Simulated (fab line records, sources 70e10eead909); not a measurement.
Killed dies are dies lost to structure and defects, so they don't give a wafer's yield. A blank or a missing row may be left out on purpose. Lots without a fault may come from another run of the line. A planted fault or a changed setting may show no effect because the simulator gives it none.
fab line records | flow nand_harc | part 2 of 2: steps 25 to 33 of 33
record lots=5 wafers=15 last_day=32
route steps=1302 shown A_STAIRCASE@843
lots that met no fault: from a run of the same line without faults
start_h: hours from the record's first day to the start of the lot's first wafer shown | wait_h: hours since the lot's step before | " the same as in the row above | L1.1+2: a row that stands for several wafers | - no value, or no start given | * or withheld: withheld | < > ~ a bound
route shown NAME@n: a module of which the file shows steps, and the number in the route of the first | usual: mean/standard deviation of fault-free wafers | same: alike in all rows | chamber/n: place in a boat | sites: the reading at each site | _std_site: their standard deviation | _edge_site: outer sites' mean less inner sites' | radius_mm: how far each site lies from the wafer's centre | mask NAME#n: copy n | behind: the tool/chamber that last shaped the wafer | hold: why the lot was held/for how many hours/how that ended | device: the transistor (n, p or np) that didn't switch | end of line: the same wafers' tests at the end of the route | a step without rows: its recipe alone | killed: dies lost to structure and defects at the first sort, not the wafer's yield | map: a wafer's dies, x killed, . not, _ none there
set.NAME: the setting as run; set.NAME@STEP: as run at that earlier step | model.NAME: the simulator's own value behind a step, which no gauge read
lots at some steps of the route; a table a step, a row a wafer
services: from which hour (start_h, from the record's first day; less than 0 if before it) a tool's chamber was out of use, for how many hours, and why
## steps
# step NHARC_A_STAIRCASE_STRIP_446
# recipe power_w=1500 temp_c=250 chemistry=O2
# usual drypump_motor_current_A=5.8/0.39 heater_power_w=349/45 temp_c=250.00/0.17
# columns lot.wafer tool chamber start_h wait_h drypump_motor_current_A heater_power_w rf_hours_counter_h temp_c
L075.1 plasma_asher-01 0 432.65 0.3 5.8 379 16 249.88
L075.2 " 1 " " 5.5 405 16 249.72
L075.6 " 0 " " 5.8 376 - 250.08
L074.2 plasma_asher-01 0 448.42 0.0 5.9 364 19 249.85
L074.1 " 1 " " 5.5 404 19 250.03
L074.5 " 0 " " 5.8 385 - 249.97
L077.2 plasma_asher-01 1 457.49 0.0 5.4 396 22 250.12
L077.3 " 1 " " 5.5 390 - 249.88
L077.5 " 0 " " 5.8 373 - 249.95
L091.2 plasma_asher-01 1 604.17 0.2 5.5 396 16 250.03
L091.1 " 0 " " 5.8 358 16 250.35
L091.4 " 1 " " 5.5 391 - 250.02
L094.1 plasma_asher-01 1 639.36 0.0 5.5 395 22 249.71
L094.4 " 0 " " 5.8 362 - 249.87
L094.5 " 0 " " 5.8 356 - 250.07
# step NHARC_A_STAIRCASE_STRIP_447
# recipe time_s=900 temp_c=130 chemistry=SPM
# usual bath_heat_duty_pct=15.3/1.7 temp_c=130.01/0.14
# columns lot.wafer tool chamber start_h wait_h bath_heat_duty_pct temp_c
L075.1 wet_bench-09 7 433.02 0.3 15.7 129.75
L075.2 " 0 " " 15.2 130.22
L075.6 " 1 " " 16.0 129.82
L074.1 wet_bench-04 5 448.77 0.3 15.2 129.91
L074.2 " 6 " " 13.8 130.20
L074.5 " 0 " " 14.8 129.91
L077.5 wet_bench-09 5 457.85 0.1 13.7 129.98
L077.3 " 7 " " 15.6 129.89
L077.2 " 1 " " 16.6 130.12
L091.1 wet_bench-01 6 604.53 0.3 18.9 130.14
L091.2 " 7 " " 11.9 130.11
L091.4 " 2 " " 18.8 130.22
L094.1 wet_bench-04 2 639.72 0.3 14.7 129.95
L094.5 " 5 " " 14.6 130.07
L094.4 " 6 " " 12.9 130.09
# step NHARC_A_STAIRCASE_PRECLEAN_448
# recipe time_s=* temp_c=50 bath_age_min=0 chemistry=SC1
# usual bath_heat_duty_pct=7.3/0.87 nh4oh_flow_mL_min=28.29/0.095 sc1_h2o2_end_mol_l=0.3698/0.00062 temp_c=50.00/0.12
# columns lot.wafer tool chamber start_h wait_h bath_heat_duty_pct nh4oh_flow_mL_min sc1_h2o2_end_mol_l temp_c
L075.1 wet_bench-09 7 - - 7.4 28.42 0.3699 49.89
L075.2 " 0 " " 7.5 28.22 0.3689 49.79
L075.6 " 1 " " 7.7 28.04 0.3710 50.00
L074.1 wet_bench-04 5 - - 7.2 28.30 0.3691 50.12
L074.2 " 6 " " 6.9 28.36 0.3697 50.01
L074.5 " 0 " " 7.2 28.38 0.3704 49.82
L077.5 wet_bench-09 5 - - 6.6 28.25 0.3700 50.04
L077.3 " 7 " " 7.8 28.23 0.3700 49.85
L077.2 " 1 " " 8.2 28.26 0.3699 50.03
L091.1 wet_bench-01 6 - - 8.4 28.39 0.3690 50.10
L091.2 " 7 " " 5.4 28.17 0.3698 50.02
L091.4 " 2 " " 8.9 28.48 0.3698 49.93
L094.1 wet_bench-04 2 - - 6.2 28.39 0.3699 50.20
L094.5 " 5 " " 7.9 28.37 0.3687 50.12
L094.4 " 6 " " 7.0 28.30 0.3701 49.97
# step NHARC_A_STAIRCASE_SRD_449
# columns lot.wafer tool chamber start_h wait_h
L075.1+2+6 wet_bench-09 7,0,1 - -
L074.1+2+5 wet_bench-04 5,6,0 - -
L077.5+3+2 wet_bench-09 5,7,1 - -
L091.1+2+4 wet_bench-01 6,7,2 - -
L094.1+5+4 wet_bench-04 2,5,6 - -
# step NHARC_A_STAIRCASE_CMP_450
# recipe target_thk_nm=200 material=SiO2
# usual motor_current_A=11.9/1.7 retaining_ring_pressure_frac=1.000/0.0049
# columns lot.wafer tool chamber start_h wait_h motor_current_A retaining_ring_pressure_frac
L075.2 cmp-01 3 433.49 - 13.3 1.002
L075.1 " 0 " " 10.2 0.995
L075.6 " 1 " " 14.0 1.006
L074.1 cmp-02 0 449.33 - 10.1 0.999
L074.2 " 1 " " 11.0 1.001
L074.5 " 3 " " 12.3 1.003
L077.3 cmp-01 2 458.29 - 13.9 0.995
L077.2 " 1 " " 13.8 1.002
L077.5 " 3 " " 14.1 1.002
L091.2 cmp-01 0 604.97 - 10.0 1.005
L091.1 " 1 " " 14.1 0.998
L091.4 " 3 " " 13.1 0.998
L094.1 cmp-02 2 640.18 - 13.3 1.001
L094.4 " 3 " " 12.8 1.003
L094.5 " 1 " " 10.8 0.998
# step NHARC_A_STAIRCASE_CMP_152
# usual motor_current_A=11.9/1.7 retaining_ring_pressure_frac=1.000/0.0049
# columns lot.wafer tool chamber start_h wait_h motor_current_A retaining_ring_pressure_frac
L075.2 cmp-01 3 433.56 0.1 13.4 1.003
L075.1 " 0 " " 10.5 1.002
L075.6 " 1 " " 14.4 0.997
L074.1 cmp-02 0 449.41 0.1 10.8 0.996
L074.2 " 1 " " 11.5 0.997
L074.5 " 3 " " 12.3 1.002
L077.3 cmp-01 2 458.37 0.1 13.8 0.993
L077.2 " 1 " " 13.7 0.996
L077.5 " 3 " " 12.9 0.997
L091.2 cmp-01 0 605.04 0.1 10.3 1.002
L091.1 " 1 " " 14.2 0.996
L091.4 " 3 " " 13.4 1.007
L094.1 cmp-02 2 640.25 0.1 13.0 1.005
L094.4 " 3 " " 12.0 1.000
L094.5 " 1 " " 11.5 0.999
# step NHARC_A_STAIRCASE_SRD_154
# columns lot.wafer tool chamber start_h wait_h
L075.6+1+2 wet_bench-01 6,0,1 433.83 0.0
L074.2+1+5 wet_bench-01 4,6,7 449.67 0.0
L077.5+2+3 wet_bench-09 2,3,5 458.66 0.0
L091.4+1+2 wet_bench-01 1,2,5 605.33 0.0
L094.5+1+4 wet_bench-04 0,4,5 640.52 0.0
# step NHARC_A_STAIRCASE_ETCH_403
# recipe target_depth_a=1082 chemistry=dHF material=SiO2
# columns lot.wafer tool chamber start_h wait_h
L075.6+1+2 wet_bench-01 6,0,1 433.85 0.0
L074.2+1+5 wet_bench-01 4,6,7 449.70 0.0
L077.5+2+3 wet_bench-09 2,3,5 458.68 0.0
L091.4+1+2 wet_bench-01 1,2,5 605.35 0.0
L094.5+1+4 wet_bench-04 0,4,5 640.55 0.0
# step NHARC_A_STAIRCASE_ETCHBACK_422
# recipe target_depth_a=400 over_etch_frac=0.3 time_s=74.286 ion_energy_ev=120 ch3f_flow_sccm=50 o2_flow_sccm=30 ar_flow_sccm=200 rf_w=500 bias_w=100 chemistry=CH3F/O2
# usual drypump_motor_current_A=5.6/0.43 oes_product_au=0.96/0.036 rf_vpp_V=243.8/1.7 showerhead_plenum_p_Torr=2.42/0.1 throttle_valve_pct=20.663/0.0094
# columns lot.wafer tool chamber start_h wait_h drypump_motor_current_A oes_product_au rf_hours_counter_h rf_vpp_V showerhead_plenum_p_Torr throttle_valve_pct
L075.1 rie_diel-02 2 434.00 0.1 5.7 0.93 11 245.0 2.48 20.662
L075.2 " 0 " " 5.1 0.93 11 242.2 2.37 20.661
L075.6 " 0 " " 5.1 0.92 - 242.6 2.37 20.664
L074.1 rie_diel-02 0 449.87 0.2 5.1 1.00 14 242.7 2.37 20.662
L074.2 " 2 " " 5.7 0.99 14 245.3 2.48 20.662
L074.5 " 1 " " 5.7 0.99 - 248.7 2.65 20.662
L077.3 rie_diel-02 0 458.85 0.1 5.1 0.92 18 242.6 2.37 20.653
L077.2 " 2 " " 5.7 0.93 18 244.9 2.48 20.648
L077.5 " 1 " " 5.7 0.92 - 246.1 2.65 20.667
L091.2 rie_diel-02 3 605.50 0.1 5.6 0.93 10 240.1 2.28 20.679
L091.1 " 0 " " 5.1 0.94 8 243.1 2.35 20.662
L091.4 " 2 " " 5.8 0.94 10 244.6 2.46 20.674
L094.1 rie_diel-05 1 640.70 0.1 4.8 0.99 20 244.2 2.49 20.670
L094.4 " 2 " " 6.2 1.00 22 244.0 2.39 20.664
L094.5 " 2 " " 6.3 1.00 - 244.1 2.39 20.647
## services
# columns tool chamber start_h hours kind
pecvd-03 - 366.40 13.0 pm
pecvd-01 0 379.19 1.7 repair
rie_diel-02 3 394.60 6.4 repair
rie_diel-02 - 394.95 9.0 pm
wet_bench-04 - 403.20 8.0 pm
rie_diel-05 - 406.75 9.0 pm
pecvd-04 1 413.22 5.2 repair
litho_track-07 - 426.00 7.0 pm
litho_track-03 - 450.00 7.0 pm
pecvd-04 - 450.40 13.0 pm
wet_bench-01 - 453.60 8.0 pm
rie_diel-02 2 485.22 11.9 repair
wet_bench-09 - 485.29 0.8 repair
wet_bench-01 - 519.46 8.0 repair
wet_bench-09 - 528.80 8.0 pm
rie_diel-02 - 571.95 9.0 pm
wet_bench-04 - 579.27 8.0 pm
rie_diel-05 - 583.79 9.0 pm
litho_track-07 - 601.00 7.0 pm
rie_diel-05 0 610.12 17.1 repair
rie_diel-02 2 614.89 11.9 repair
litho_track-03 - 625.00 7.0 pm
wet_bench-01 - 629.60 8.0 pm
pecvd-04 - 631.40 13.0 pm
